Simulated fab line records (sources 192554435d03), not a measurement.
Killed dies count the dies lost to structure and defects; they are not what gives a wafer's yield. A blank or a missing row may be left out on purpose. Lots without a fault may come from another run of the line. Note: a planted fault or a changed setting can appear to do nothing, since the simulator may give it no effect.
fab line records / flow n5Finfet
record lots=12 wafers=35 lastDay=18
route steps=1938 shown BEOL_M4@1095 PASSIVATION@1936
lots that met no fault: taken from a fault-free run of the same line
startH: hours from the record's opening day to when the first of the lot's shown wafers began / waitH: hours since the lot's step before / " repeats the value in the row above / L1.1+2: several wafers, shown together as one row / - no value, or no start given / * or withheld: withheld / < > ~ a bound
route shown NAME@n: a module of which the file shows steps, and the number in the route of the first / usual: mean/standard deviation of fault-free wafers / same: alike in all rows / chamber/n: place in a boat / sites: per-site readings / _std_site: their standard deviation / _edge_site: outer sites' mean less inner sites' / radiusMm: how far each site lies from the wafer's centre / mask NAME#n: copy n / behind: the last tool/chamber to shape the wafer / hold: why the lot went on hold/how many hours it stayed there/how the hold came to an end / device: names the non-switching transistor (n, p or np) / end of line: at the end of the route, the tests of the same wafers / step lacking rows: just its recipe / killed: at the first sort, the dies lost to defects and structure; wafer yield is something else / map: the dies of a wafer, with x for killed, . for not killed, _ for no die there
set.NAME: setting as actually run; set.NAME@STEP: the setting as run at that earlier step / model.NAME: the simulator's own value behind a step, which no gauge read
the route's steps for a sample of lots (tables are steps, rows are wafers)
services: when a tool's chamber went out of use (startH, in hours from the record's first day, below 0 if earlier), for how many hours, and the reason
## steps
# step N5_BEOL_M4_ANNEAL_91
# recipe tempC=400 timeS=240 ambient=vacuum
# usual heaterPowerW=816/80
lot.wafer=L880.2 tool=pvdSputter-03 chamber=- startH=184.32 waitH=0.0 heaterPowerW=768
lot.wafer=L880.5 tool=pvdSputter-03 chamber=- startH=184.32 waitH=0.0 heaterPowerW=732
lot.wafer=L880.6 tool=pvdSputter-03 chamber=- startH=184.32 waitH=0.0 heaterPowerW=885
lot.wafer=L882.1 tool=pvdSputter-02 chamber=- startH=198.55 waitH=0.0 heaterPowerW=797
lot.wafer=L882.2 tool=pvdSputter-02 chamber=- startH=198.55 waitH=0.0 heaterPowerW=767
lot.wafer=L882.5 tool=pvdSputter-02 chamber=- startH=198.55 waitH=0.0 heaterPowerW=758
lot.wafer=L883.1 tool=pvdSputter-03 chamber=- startH=198.71 waitH=0.0 heaterPowerW=875
lot.wafer=L883.2 tool=pvdSputter-03 chamber=- startH=198.71 waitH=0.0 heaterPowerW=748
lot.wafer=L883.5 tool=pvdSputter-03 chamber=- startH=198.71 waitH=0.0 heaterPowerW=752
lot.wafer=L887.2 tool=pvdSputter-01 chamber=- startH=215.10 waitH=0.0 heaterPowerW=1042
lot.wafer=L887.5 tool=pvdSputter-01 chamber=- startH=215.10 waitH=0.0 heaterPowerW=819
lot.wafer=L887.6 tool=pvdSputter-01 chamber=- startH=215.10 waitH=0.0 heaterPowerW=818
lot.wafer=L888.1 tool=pvdSputter-01 chamber=- startH=224.34 waitH=0.0 heaterPowerW=786
lot.wafer=L888.5 tool=pvdSputter-01 chamber=- startH=224.34 waitH=0.0 heaterPowerW=850
lot.wafer=L888.6 tool=pvdSputter-01 chamber=- startH=224.34 waitH=0.0 heaterPowerW=797
lot.wafer=L886.1 tool=pvdSputter-01 chamber=- startH=227.83 waitH=0.0 heaterPowerW=827
lot.wafer=L886.3 tool=pvdSputter-01 chamber=- startH=227.83 waitH=0.0 heaterPowerW=851
lot.wafer=L886.4 tool=pvdSputter-01 chamber=- startH=227.83 waitH=0.0 heaterPowerW=863
lot.wafer=L889.1 tool=pvdSputter-02 chamber=- startH=231.74 waitH=0.0 heaterPowerW=716
lot.wafer=L889.3 tool=pvdSputter-02 chamber=- startH=231.74 waitH=0.0 heaterPowerW=752
lot.wafer=L889.4 tool=pvdSputter-02 chamber=- startH=231.74 waitH=0.0 heaterPowerW=847
lot.wafer=L891.1 tool=pvdSputter-02 chamber=- startH=247.04 waitH=0.0 heaterPowerW=766
lot.wafer=L891.3 tool=pvdSputter-02 chamber=- startH=247.04 waitH=0.0 heaterPowerW=832
lot.wafer=L891.6 tool=pvdSputter-02 chamber=- startH=247.04 waitH=0.0 heaterPowerW=809
lot.wafer=L897.1 tool=pvdSputter-01 chamber=- startH=279.53 waitH=0.0 heaterPowerW=867
lot.wafer=L897.5 tool=pvdSputter-01 chamber=- startH=279.53 waitH=0.0 heaterPowerW=829
lot.wafer=L897.6 tool=pvdSputter-01 chamber=- startH=279.53 waitH=0.0 heaterPowerW=834
lot.wafer=L899.2 tool=pvdSputter-03 chamber=- startH=282.63 waitH=0.0 heaterPowerW=875
lot.wafer=L899.4 tool=pvdSputter-03 chamber=- startH=282.63 waitH=0.0 heaterPowerW=729
lot.wafer=L903.4 tool=pvdSputter-02 chamber=- startH=311.19 waitH=0.0 heaterPowerW=867
lot.wafer=L903.5 tool=pvdSputter-02 chamber=- startH=311.19 waitH=0.0 heaterPowerW=741
lot.wafer=L903.6 tool=pvdSputter-02 chamber=- startH=311.19 waitH=0.0 heaterPowerW=870
lot.wafer=L902.2 tool=pvdSputter-03 chamber=- startH=314.51 waitH=0.0 heaterPowerW=738
lot.wafer=L902.4 tool=pvdSputter-03 chamber=- startH=314.51 waitH=0.0 heaterPowerW=795
lot.wafer=L902.6 tool=pvdSputter-03 chamber=- startH=314.51 waitH=0.0 heaterPowerW=766
# step N5_BEOL_M4_SPUTTER_96
# recipe material=Cu targetThkA=45 tempC=-20 chamberPressurePa=0.07 powerW=withheld timeS=8.29
# usual throttleValvePct=30.2/1
lot.wafer=L880.2 tool=pvdSputter-03 chamber=- startH=184.90 waitH=0.1 throttleValvePct=29.4
lot.wafer=L880.5 tool=pvdSputter-03 chamber=- startH=184.90 waitH=0.1 throttleValvePct=30.6
lot.wafer=L880.6 tool=pvdSputter-03 chamber=- startH=184.90 waitH=0.1 throttleValvePct=29.7
lot.wafer=L882.1 tool=pvdSputter-02 chamber=- startH=199.13 waitH=0.1 throttleValvePct=30.1
lot.wafer=L882.2 tool=pvdSputter-02 chamber=- startH=199.13 waitH=0.1 throttleValvePct=31.4
lot.wafer=L882.5 tool=pvdSputter-02 chamber=- startH=199.13 waitH=0.1 throttleValvePct=31.6
lot.wafer=L883.1 tool=pvdSputter-03 chamber=- startH=199.29 waitH=0.1 throttleValvePct=29.9
lot.wafer=L883.2 tool=pvdSputter-03 chamber=- startH=199.29 waitH=0.1 throttleValvePct=30.6
lot.wafer=L883.5 tool=pvdSputter-03 chamber=- startH=199.29 waitH=0.1 throttleValvePct=31.8
lot.wafer=L887.2 tool=pvdSputter-01 chamber=- startH=215.73 waitH=0.1 throttleValvePct=29.6
lot.wafer=L887.5 tool=pvdSputter-01 chamber=- startH=215.73 waitH=0.1 throttleValvePct=30.0
lot.wafer=L887.6 tool=pvdSputter-01 chamber=- startH=215.73 waitH=0.1 throttleValvePct=31.2
lot.wafer=L888.1 tool=pvdSputter-01 chamber=- startH=225.00 waitH=0.1 throttleValvePct=29.9
lot.wafer=L888.5 tool=pvdSputter-01 chamber=- startH=225.00 waitH=0.1 throttleValvePct=30.9
lot.wafer=L888.6 tool=pvdSputter-01 chamber=- startH=225.00 waitH=0.1 throttleValvePct=29.8
lot.wafer=L886.1 tool=pvdSputter-01 chamber=- startH=228.48 waitH=0.1 throttleValvePct=29.8
lot.wafer=L886.3 tool=pvdSputter-01 chamber=- startH=228.48 waitH=0.1 throttleValvePct=31.3
lot.wafer=L886.4 tool=pvdSputter-01 chamber=- startH=228.48 waitH=0.1 throttleValvePct=30.6
lot.wafer=L889.1 tool=pvdSputter-02 chamber=- startH=232.32 waitH=0.1 throttleValvePct=28.1
lot.wafer=L889.3 tool=pvdSputter-02 chamber=- startH=232.32 waitH=0.1 throttleValvePct=31.7
lot.wafer=L889.4 tool=pvdSputter-02 chamber=- startH=232.32 waitH=0.1 throttleValvePct=29.9
lot.wafer=L891.1 tool=pvdSputter-02 chamber=- startH=247.62 waitH=0.1 throttleValvePct=31.7
lot.wafer=L891.3 tool=pvdSputter-02 chamber=- startH=247.62 waitH=0.1 throttleValvePct=30.0
lot.wafer=L891.6 tool=pvdSputter-02 chamber=- startH=247.62 waitH=0.1 throttleValvePct=29.9
lot.wafer=L897.1 tool=pvdSputter-01 chamber=- startH=280.11 waitH=0.1 throttleValvePct=30.6
lot.wafer=L897.5 tool=pvdSputter-01 chamber=- startH=280.11 waitH=0.1 throttleValvePct=30.9
lot.wafer=L897.6 tool=pvdSputter-01 chamber=- startH=280.11 waitH=0.1 throttleValvePct=29.7
lot.wafer=L899.2 tool=pvdSputter-03 chamber=- startH=283.21 waitH=0.1 throttleValvePct=29.8
lot.wafer=L899.4 tool=pvdSputter-03 chamber=- startH=283.21 waitH=0.1 throttleValvePct=31.6
lot.wafer=L903.4 tool=pvdSputter-02 chamber=- startH=311.77 waitH=0.1 throttleValvePct=29.6
lot.wafer=L903.5 tool=pvdSputter-02 chamber=- startH=311.77 waitH=0.1 throttleValvePct=31.2
lot.wafer=L903.6 tool=pvdSputter-02 chamber=- startH=311.77 waitH=0.1 throttleValvePct=29.5
lot.wafer=L902.2 tool=pvdSputter-03 chamber=- startH=315.17 waitH=0.1 throttleValvePct=31.9
lot.wafer=L902.4 tool=pvdSputter-03 chamber=- startH=315.17 waitH=0.1 throttleValvePct=28.8
lot.wafer=L902.6 tool=pvdSputter-03 chamber=- startH=315.17 waitH=0.1 throttleValvePct=29.3
# step N5_BEOL_M4_CMP_52
# recipe stopOn=SiOC tOverpolishS=6.8 downForcePsi=1 platenRpm=50 clearingPlatenDownForcePsi=1.5 clearingPlatenRpm=50 postCmpClean=cuAlkaline targetThkNm=40 clearingPlatenPadVelocityMS=0.99484 padVelocityMS=0.99484
# usual barrierFieldEndpointS=25.0/0.62 clearingPlatenRpm=50.003/0.028 edgeZonePressureFrac=1.000/0.0049 motorCurrentA=6.4/0.76 overpolishRunS=6.800/0.009 timeToEndpointS=62.8/2.9
lot.wafer=L880.2 tool=cmp-03 chamber=1 startH=185.47 waitH=0.3 barrierFieldEndpointS=24.6 clearingPlatenRpm=49.967 edgeZonePressureFrac=1.008 motorCurrentA=6.7 overpolishRunS=6.796 timeToEndpointS=59.7
lot.wafer=L880.5 tool=cmp-03 chamber=3 startH=185.47 waitH=0.3 barrierFieldEndpointS=25.1 clearingPlatenRpm=49.995 edgeZonePressureFrac=0.995 motorCurrentA=6.9 overpolishRunS=6.810 timeToEndpointS=62.9
lot.wafer=L880.6 tool=cmp-03 chamber=0 startH=185.47 waitH=0.3 barrierFieldEndpointS=25.3 clearingPlatenRpm=49.988 edgeZonePressureFrac=0.996 motorCurrentA=5.4 overpolishRunS=6.795 timeToEndpointS=66.0
lot.wafer=L882.2 tool=cmp-03 chamber=0 startH=199.67 waitH=0.2 barrierFieldEndpointS=25.2 clearingPlatenRpm=50.033 edgeZonePressureFrac=1.001 motorCurrentA=5.6 overpolishRunS=6.828 timeToEndpointS=63.8
lot.wafer=L882.1 tool=cmp-03 chamber=1 startH=199.67 waitH=0.2 barrierFieldEndpointS=24.5 clearingPlatenRpm=49.974 edgeZonePressureFrac=0.999 motorCurrentA=6.3 overpolishRunS=6.802 timeToEndpointS=61.6
lot.wafer=L882.5 tool=cmp-03 chamber=0 startH=199.67 waitH=0.2 barrierFieldEndpointS=26.2 clearingPlatenRpm=50.004 edgeZonePressureFrac=1.000 motorCurrentA=5.3 overpolishRunS=6.796 timeToEndpointS=69.8
lot.wafer=L883.1 tool=cmp-02 chamber=1 startH=199.79 waitH=0.3 barrierFieldEndpointS=23.9 clearingPlatenRpm=49.967 edgeZonePressureFrac=0.999 motorCurrentA=6.9 overpolishRunS=6.794 timeToEndpointS=58.1
lot.wafer=L883.2 tool=cmp-02 chamber=0 startH=199.79 waitH=0.3 barrierFieldEndpointS=25.5 clearingPlatenRpm=49.951 edgeZonePressureFrac=1.002 motorCurrentA=6.0 overpolishRunS=6.799 timeToEndpointS=65.2
lot.wafer=L883.5 tool=cmp-02 chamber=1 startH=199.79 waitH=0.3 barrierFieldEndpointS=24.7 clearingPlatenRpm=49.997 edgeZonePressureFrac=0.994 motorCurrentA=7.2 overpolishRunS=6.789 timeToEndpointS=57.1
lot.wafer=L887.2 tool=cmp-02 chamber=0 startH=216.31 waitH=0.3 barrierFieldEndpointS=25.4 clearingPlatenRpm=50.015 edgeZonePressureFrac=1.001 motorCurrentA=6.0 overpolishRunS=6.804 timeToEndpointS=66.7
lot.wafer=L887.6 tool=cmp-02 chamber=2 startH=216.31 waitH=0.3 barrierFieldEndpointS=25.4 clearingPlatenRpm=50.017 edgeZonePressureFrac=0.999 motorCurrentA=6.6 overpolishRunS=6.791 timeToEndpointS=63.7
lot.wafer=L887.5 tool=cmp-02 chamber=3 startH=216.31 waitH=0.3 barrierFieldEndpointS=24.8 clearingPlatenRpm=49.979 edgeZonePressureFrac=1.015 motorCurrentA=6.9 overpolishRunS=6.804 timeToEndpointS=64.9
lot.wafer=L888.1 tool=cmp-04 chamber=0 startH=225.61 waitH=0.4 barrierFieldEndpointS=24.1 clearingPlatenRpm=50.020 edgeZonePressureFrac=0.993 motorCurrentA=5.9 overpolishRunS=6.787 timeToEndpointS=57.5
lot.wafer=L888.5 tool=cmp-04 chamber=1 startH=225.61 waitH=0.4 barrierFieldEndpointS=25.1 clearingPlatenRpm=50.060 edgeZonePressureFrac=1.000 motorCurrentA=6.0 overpolishRunS=6.793 timeToEndpointS=61.8
lot.wafer=L888.6 tool=cmp-04 chamber=2 startH=225.61 waitH=0.4 barrierFieldEndpointS=25.1 clearingPlatenRpm=49.996 edgeZonePressureFrac=0.998 motorCurrentA=5.7 overpolishRunS=6.821 timeToEndpointS=62.8
lot.wafer=L886.3 tool=cmp-04 chamber=3 startH=229.07 waitH=0.2 barrierFieldEndpointS=24.7 clearingPlatenRpm=49.951 edgeZonePressureFrac=1.003 motorCurrentA=7.9 overpolishRunS=6.793 timeToEndpointS=63.4
lot.wafer=L886.4 tool=cmp-04 chamber=0 startH=229.07 waitH=0.2 barrierFieldEndpointS=24.8 clearingPlatenRpm=50.017 edgeZonePressureFrac=1.000 motorCurrentA=6.0 overpolishRunS=6.812 timeToEndpointS=60.0
lot.wafer=L886.1 tool=cmp-04 chamber=2 startH=229.07 waitH=0.2 barrierFieldEndpointS=25.0 clearingPlatenRpm=50.000 edgeZonePressureFrac=0.997 motorCurrentA=5.3 overpolishRunS=6.810 timeToEndpointS=64.9
lot.wafer=L889.1 tool=cmp-04 chamber=0 startH=233.70 waitH=0.3 barrierFieldEndpointS=24.2 clearingPlatenRpm=49.989 edgeZonePressureFrac=1.004 motorCurrentA=5.7 overpolishRunS=6.802 timeToEndpointS=60.4
lot.wafer=L889.3 tool=cmp-04 chamber=1 startH=233.70 waitH=0.3 barrierFieldEndpointS=25.0 clearingPlatenRpm=49.993 edgeZonePressureFrac=1.001 motorCurrentA=6.2 overpolishRunS=6.808 timeToEndpointS=66.7
lot.wafer=L889.4 tool=cmp-04 chamber=2 startH=233.70 waitH=0.3 barrierFieldEndpointS=25.0 clearingPlatenRpm=50.050 edgeZonePressureFrac=1.005 motorCurrentA=5.2 overpolishRunS=6.808 timeToEndpointS=63.7
lot.wafer=L891.3 tool=cmp-04 chamber=3 startH=248.11 waitH=0.2 barrierFieldEndpointS=25.1 clearingPlatenRpm=49.990 edgeZonePressureFrac=1.005 motorCurrentA=7.9 overpolishRunS=6.803 timeToEndpointS=64.1
lot.wafer=L891.1 tool=cmp-04 chamber=0 startH=248.11 waitH=0.2 barrierFieldEndpointS=24.0 clearingPlatenRpm=49.976 edgeZonePressureFrac=0.996 motorCurrentA=5.9 overpolishRunS=6.804 timeToEndpointS=57.3
lot.wafer=L891.6 tool=cmp-04 chamber=3 startH=248.11 waitH=0.2 barrierFieldEndpointS=25.4 clearingPlatenRpm=49.942 edgeZonePressureFrac=1.006 motorCurrentA=7.5 overpolishRunS=6.787 timeToEndpointS=65.2
lot.wafer=L897.1 tool=cmp-04 chamber=0 startH=281.07 waitH=0.5 barrierFieldEndpointS=13.1 clearingPlatenRpm=50.037 edgeZonePressureFrac=1.001 motorCurrentA=5.6 overpolishRunS=6.792 timeToEndpointS=29.8
lot.wafer=L897.5 tool=cmp-04 chamber=3 startH=281.07 waitH=0.5 barrierFieldEndpointS=25.3 clearingPlatenRpm=50.033 edgeZonePressureFrac=1.000 motorCurrentA=7.8 overpolishRunS=6.811 timeToEndpointS=64.1
lot.wafer=L897.6 tool=cmp-04 chamber=0 startH=281.07 waitH=0.5 barrierFieldEndpointS=24.2 clearingPlatenRpm=50.031 edgeZonePressureFrac=0.997 motorCurrentA=5.6 overpolishRunS=6.779 timeToEndpointS=58.3
lot.wafer=L899.4 tool=cmp-04 chamber=2 startH=283.71 waitH=0.1 barrierFieldEndpointS=25.3 clearingPlatenRpm=50.011 edgeZonePressureFrac=1.003 motorCurrentA=5.4 overpolishRunS=6.791 timeToEndpointS=63.6
lot.wafer=L899.2 tool=cmp-04 chamber=1 startH=283.71 waitH=0.1 barrierFieldEndpointS=13.5 clearingPlatenRpm=50.069 edgeZonePressureFrac=1.003 motorCurrentA=5.8 overpolishRunS=6.788 timeToEndpointS=35.5
lot.wafer=L903.4 tool=cmp-03 chamber=3 startH=312.30 waitH=0.2 barrierFieldEndpointS=25.3 clearingPlatenRpm=49.973 edgeZonePressureFrac=0.995 motorCurrentA=7.0 overpolishRunS=6.793 timeToEndpointS=60.1
lot.wafer=L903.5 tool=cmp-03 chamber=2 startH=312.30 waitH=0.2 barrierFieldEndpointS=25.2 clearingPlatenRpm=49.970 edgeZonePressureFrac=0.995 motorCurrentA=6.5 overpolishRunS=6.807 timeToEndpointS=62.1
lot.wafer=L903.6 tool=cmp-03 chamber=3 startH=312.30 waitH=0.2 barrierFieldEndpointS=24.5 clearingPlatenRpm=49.978 edgeZonePressureFrac=0.994 motorCurrentA=7.2 overpolishRunS=6.810 timeToEndpointS=58.0
lot.wafer=L902.2 tool=cmp-03 chamber=1 startH=315.67 waitH=0.2 barrierFieldEndpointS=25.0 clearingPlatenRpm=49.987 edgeZonePressureFrac=0.997 motorCurrentA=6.4 overpolishRunS=6.788 timeToEndpointS=62.4
lot.wafer=L902.4 tool=cmp-03 chamber=2 startH=315.67 waitH=0.2 barrierFieldEndpointS=25.5 clearingPlatenRpm=49.979 edgeZonePressureFrac=0.998 motorCurrentA=6.0 overpolishRunS=6.792 timeToEndpointS=66.7
lot.wafer=L902.6 tool=cmp-03 chamber=1 startH=315.67 waitH=0.2 barrierFieldEndpointS=25.2 clearingPlatenRpm=50.042 edgeZonePressureFrac=1.000 motorCurrentA=7.2 overpolishRunS=6.784 timeToEndpointS=63.8
# step N5_BEOL_M4_PRE_CLEAN_60
# recipe gas=NH3/H2 timeS=15 tempC=* rfPowerW=300
# usual heaterPowerW=85/12
lot.wafer=L880.2 tool=cvdCo-02 chamber=1 startH=185.73 waitH=0.0 heaterPowerW=77
lot.wafer=L880.5 tool=cvdCo-02 chamber=0 startH=185.73 waitH=0.0 heaterPowerW=80
lot.wafer=L880.6 tool=cvdCo-02 chamber=2 startH=185.73 waitH=0.0 heaterPowerW=95
lot.wafer=L882.1 tool=cvdCo-01 chamber=0 startH=199.96 waitH=0.0 heaterPowerW=98
lot.wafer=L882.2 tool=cvdCo-01 chamber=2 startH=199.96 waitH=0.0 heaterPowerW=64
lot.wafer=L882.5 tool=cvdCo-01 chamber=0 startH=199.96 waitH=0.0 heaterPowerW=96
lot.wafer=L883.1 tool=cvdCo-01 chamber=2 startH=200.12 waitH=0.0 heaterPowerW=64
lot.wafer=L883.2 tool=cvdCo-01 chamber=1 startH=200.12 waitH=0.0 heaterPowerW=98
lot.wafer=L883.5 tool=cvdCo-01 chamber=0 startH=200.12 waitH=0.0 heaterPowerW=98
lot.wafer=L887.2 tool=cvdCo-02 chamber=0 startH=216.56 waitH=0.0 heaterPowerW=79
lot.wafer=L887.5 tool=cvdCo-02 chamber=0 startH=216.56 waitH=0.0 heaterPowerW=80
lot.wafer=L887.6 tool=cvdCo-02 chamber=1 startH=216.56 waitH=0.0 heaterPowerW=77
lot.wafer=L888.1 tool=cvdCo-02 chamber=1 startH=225.83 waitH=0.0 heaterPowerW=77
lot.wafer=L888.5 tool=cvdCo-02 chamber=1 startH=225.83 waitH=0.0 heaterPowerW=75
lot.wafer=L888.6 tool=cvdCo-02 chamber=2 startH=225.83 waitH=0.0 heaterPowerW=96
lot.wafer=L886.1 tool=cvdCo-01 chamber=0 startH=229.40 waitH=0.0 heaterPowerW=96
lot.wafer=L886.3 tool=cvdCo-01 chamber=1 startH=229.40 waitH=0.0 heaterPowerW=99
lot.wafer=L886.4 tool=cvdCo-01 chamber=0 startH=229.40 waitH=0.0 heaterPowerW=98
lot.wafer=L889.1 tool=cvdCo-02 chamber=2 startH=234.03 waitH=0.0 heaterPowerW=96
lot.wafer=L889.3 tool=cvdCo-02 chamber=0 startH=234.03 waitH=0.0 heaterPowerW=81
lot.wafer=L889.4 tool=cvdCo-02 chamber=2 startH=234.03 waitH=0.0 heaterPowerW=98
lot.wafer=L891.1 tool=cvdCo-02 chamber=2 startH=248.44 waitH=0.0 heaterPowerW=95
lot.wafer=L891.3 tool=cvdCo-02 chamber=0 startH=248.44 waitH=0.0 heaterPowerW=80
lot.wafer=L891.6 tool=cvdCo-02 chamber=0 startH=248.44 waitH=0.0 heaterPowerW=81
lot.wafer=L897.1 tool=cvdCo-01 chamber=2 startH=281.36 waitH=0.0 heaterPowerW=67
lot.wafer=L897.5 tool=cvdCo-01 chamber=0 startH=281.36 waitH=0.0 heaterPowerW=99
lot.wafer=L897.6 tool=cvdCo-01 chamber=1 startH=281.36 waitH=0.0 heaterPowerW=97
lot.wafer=L899.2 tool=cvdCo-02 chamber=2 startH=284.04 waitH=0.0 heaterPowerW=94
lot.wafer=L899.4 tool=cvdCo-02 chamber=2 startH=284.04 waitH=0.0 heaterPowerW=95
lot.wafer=L903.4 tool=cvdCo-02 chamber=2 startH=312.62 waitH=0.1 heaterPowerW=96
lot.wafer=L903.5 tool=cvdCo-02 chamber=2 startH=312.62 waitH=0.1 heaterPowerW=95
lot.wafer=L903.6 tool=cvdCo-02 chamber=0 startH=312.62 waitH=0.1 heaterPowerW=81
lot.wafer=L902.2 tool=cvdCo-02 chamber=0 startH=316.00 waitH=0.0 heaterPowerW=82
lot.wafer=L902.4 tool=cvdCo-02 chamber=1 startH=316.00 waitH=0.0 heaterPowerW=78
lot.wafer=L902.6 tool=cvdCo-02 chamber=0 startH=316.00 waitH=0.0 heaterPowerW=79
# step N5_PASSIVATION_PROBE_49
# usual defectLimitedYield=91.2/1.5 killed_at_M0_to_M3=33/9.6 killed_at_M4_up=14/5.6 killedAtContacts=14/5.5 killedAtFrontEnd=40/13 killedAtOther=4/3 killedDies=104/17 killedOpen=68/13 killedShort=33/7.2 sort_bin_4_leakage=0.00/0.014 sort_bin_5_function=5.2/0.95 sort_bin_6_memory=3.3/0.62 sortNPass=1076/17 sortYieldPct=91.2/1.5
# same grossDies=1180 killedAtBackSide=0 sort_bin_8_speed[%]=0
lot.wafer=L886.1 tool=prober-02 chamber=- startH=337.04 waitH=0.0 defectLimitedYield[%]=92.2 killed_at_M0_to_M3=37 killed_at_M4_up=9 killedAtContacts=10 killedAtFrontEnd=31 killedAtOther=5 killedDies=92 killedOpen=55 killedShort=36 sort_bin_4_leakage[%]=0 sort_bin_5_function[%]=4.2 sort_bin_6_memory[%]=3.3 sortNPass=1088 sortYieldPct[%]=92.2
lot.wafer=L886.3 tool=prober-02 chamber=- startH=337.14 waitH=0.1 defectLimitedYield[%]=90.8 killed_at_M0_to_M3=25 killed_at_M4_up=14 killedAtContacts=23 killedAtFrontEnd=40 killedAtOther=7 killedDies=109 killedOpen=66 killedShort=36 sort_bin_4_leakage[%]=0 sort_bin_5_function[%]=5.3 sort_bin_6_memory[%]=3.2 sortNPass=1071 sortYieldPct[%]=90.8
lot.wafer=L886.4 tool=prober-02 chamber=- startH=337.19 waitH=0.2 defectLimitedYield[%]=91.4 killed_at_M0_to_M3=37 killed_at_M4_up=15 killedAtContacts=10 killedAtFrontEnd=32 killedAtOther=8 killedDies=102 killedOpen=58 killedShort=43 sort_bin_4_leakage[%]=0 sort_bin_5_function[%]=4.6 sort_bin_6_memory[%]=3.5 sortNPass=1078 sortYieldPct[%]=91.4
lot.wafer=L897.1 tool=prober-02 chamber=- startH=397.74 waitH=0.0 defectLimitedYield[%]=87.9 killed_at_M0_to_M3=34 killed_at_M4_up=25 killedAtContacts=9 killedAtFrontEnd=68 killedAtOther=7 killedDies=143 killedOpen=99 killedShort=42 sort_bin_4_leakage[%]=0 sort_bin_5_function[%]=7.6 sort_bin_6_memory[%]=4.1 sortNPass=1037 sortYieldPct[%]=87.9
lot.wafer=L897.5 tool=prober-02 chamber=- startH=397.94 waitH=0.2 defectLimitedYield[%]=88.7 killed_at_M0_to_M3=34 killed_at_M4_up=25 killedAtContacts=7 killedAtFrontEnd=61 killedAtOther=6 killedDies=133 killedOpen=80 killedShort=49 sort_bin_4_leakage[%]=0 sort_bin_5_function[%]=6.4 sort_bin_6_memory[%]=3.8 sortNPass=1047 sortYieldPct[%]=88.7
lot.wafer=L897.6 tool=prober-02 chamber=- startH=397.99 waitH=0.3 defectLimitedYield[%]=90.8 killed_at_M0_to_M3=43 killed_at_M4_up=13 killedAtContacts=7 killedAtFrontEnd=45 killedAtOther=1 killedDies=109 killedOpen=74 killedShort=32 sort_bin_4_leakage[%]=0 sort_bin_5_function[%]=5.3 sort_bin_6_memory[%]=3.3 sortNPass=1071 sortYieldPct[%]=90.8
# killed by level:class
L886.1 BEOL_M0_SAQP:geometricParticle:open=11 BEOL_M1:geometricParticle:open=8 BEOL_M2:geometricParticle:open=7 STARTING-WAFER:geometricParticle:short=7 FIN_SAQP:geometricParticle:short=6 MOL_CONTACT_COAG:geometricParticle:open=6 FIN_SAQP:geometricParticle:open=5 BEOL_M0_SAQP:geometricParticle:short=5
L886.3 MOL_CONTACT_COAG:geometricParticle:open=18 STI_FIN_REVEAL:geometricParticle:open=11 GATE_CUT:geometricParticle:short=9 BEOL_M4:geometricParticle:open=8 BEOL_M1:geometricParticle:open=7 BEOL_M0_SAQP:geometricParticle:short=5 BEOL_M2:geometricParticle:open=5 FIN_SAQP:geometricParticle:short=4
L886.4 BEOL_M2:geometricParticle:open=8 MOL_CONTACT_COAG:geometricParticle:open=8 BEOL_M4:geometricParticle:open=7 FIN_SAQP:geometricParticle:open=6 FIN_SAQP:geometricParticle:short=6 BEOL_M0_SAQP:geometricParticle:open=6 BEOL_M0_SAQP:geometricParticle:short=6 BEOL_M3:geometricParticle:short=6
L897.1 STI_FIN_REVEAL:geometricParticle:open=18 FIN_SAQP:geometricParticle:open=15 BEOL_M4:geometricParticle:open=12 BEOL_M2:geometricParticle:open=11 FIN_SAQP:geometricParticle:short=8 DUMMY_GATE:geometricParticle:open=8 BEOL_M0_SAQP:geometricParticle:open=8 GATE_CUT:geometricParticle:open=7
L897.5 FIN_SAQP:geometricParticle:open=24 FIN_SAQP:geometricParticle:short=16 BEOL_M4:geometricParticle:open=12 BEOL_M0_SAQP:geometricParticle:short=8 BEOL_M1:geometricParticle:open=6 BEOL_M2:geometricParticle:open=6 BEOL_M4:geometricParticle:short=5 BEOL_M0_SAQP:geometricParticle:open=5
L897.6 FIN_SAQP:geometricParticle:open=13 BEOL_M0_SAQP:geometricParticle:short=12 BEOL_M4:geometricParticle:open=10 BEOL_M0_SAQP:geometricParticle:open=9 STI_FIN_REVEAL:geometricParticle:open=7 BEOL_M2:geometricParticle:open=7 MOL_CONTACT_COAG:geometricParticle:open=6 FIN_SAQP:geometricParticle:short=5
## services
tool=cmp-04 chamber=- startH=175.55 hours=10.8 kind=pm
tool=cmp-02 chamber=- startH=183.85 hours=5.1 kind=pm
tool=cmp-04 chamber=- startH=194.07 hours=0.7 kind=repair
tool=cvdCo-01 chamber=0 startH=201.83 hours=16.8 kind=repair
tool=cmp-04 chamber=- startH=208.17 hours=5.1 kind=repair
tool=cmp-03 chamber=- startH=211.73 hours=4.0 kind=pm
tool=cvdCo-02 chamber=- startH=214.67 hours=0.5 kind=repair
tool=cmp-03 chamber=- startH=215.73 hours=- kind=consumableReplace:conditioner
tool=cmp-03 chamber=- startH=215.73 hours=- kind=consumableReplace:pad
tool=cmp-02 chamber=- startH=220.59 hours=2.2 kind=repair
tool=cmp-02 chamber=- startH=235.42 hours=0.2 kind=repair
tool=cmp-02 chamber=- startH=237.66 hours=1.6 kind=repair
tool=cmp-02 chamber=- startH=260.11 hours=0.7 kind=repair
tool=cmp-02 chamber=- startH=266.84 hours=2.7 kind=repair
tool=cmp-02 chamber=- startH=277.51 hours=4.0 kind=pm
tool=cmp-02 chamber=- startH=281.51 hours=- kind=consumableReplace:conditioner
tool=cmp-02 chamber=- startH=281.51 hours=- kind=consumableReplace:pad
tool=cmp-03 chamber=- startH=292.90 hours=0.4 kind=repair
tool=pvdSputter-02 chamber=- startH=305.59 hours=2.2 kind=repair
tool=cvdCo-02 chamber=1 startH=308.23 hours=5.1 kind=repair
## key
firstSign step=N5_BEOL_M4_CMP_52 reading=barrierFieldEndpointS direction=down sigmas=19 usual=25.0 struck=13.3
effect step=N5_BEOL_M4_CMP_52 reading=timeToEndpointS direction=down sigmas=10 usual=* struck=*
metAt N5_BEOL_M4_CMP_52
struckLots L897,L899
struckWafers L897.1,L899.2
notActingAt N5_BEOL_M4_ANNEAL_91,N5_BEOL_M4_SPUTTER_96,N5_BEOL_M4_PRE_CLEAN_60
onsetBetween 248.11 281.07
fault kind=processParameterDrift tool=cmp-04 chamber=- onsetH=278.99 steps=N5_BEOL_M4_CMP_52 channel=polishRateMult offset=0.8 shape=step endH=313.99 scope=struckWafersOnly
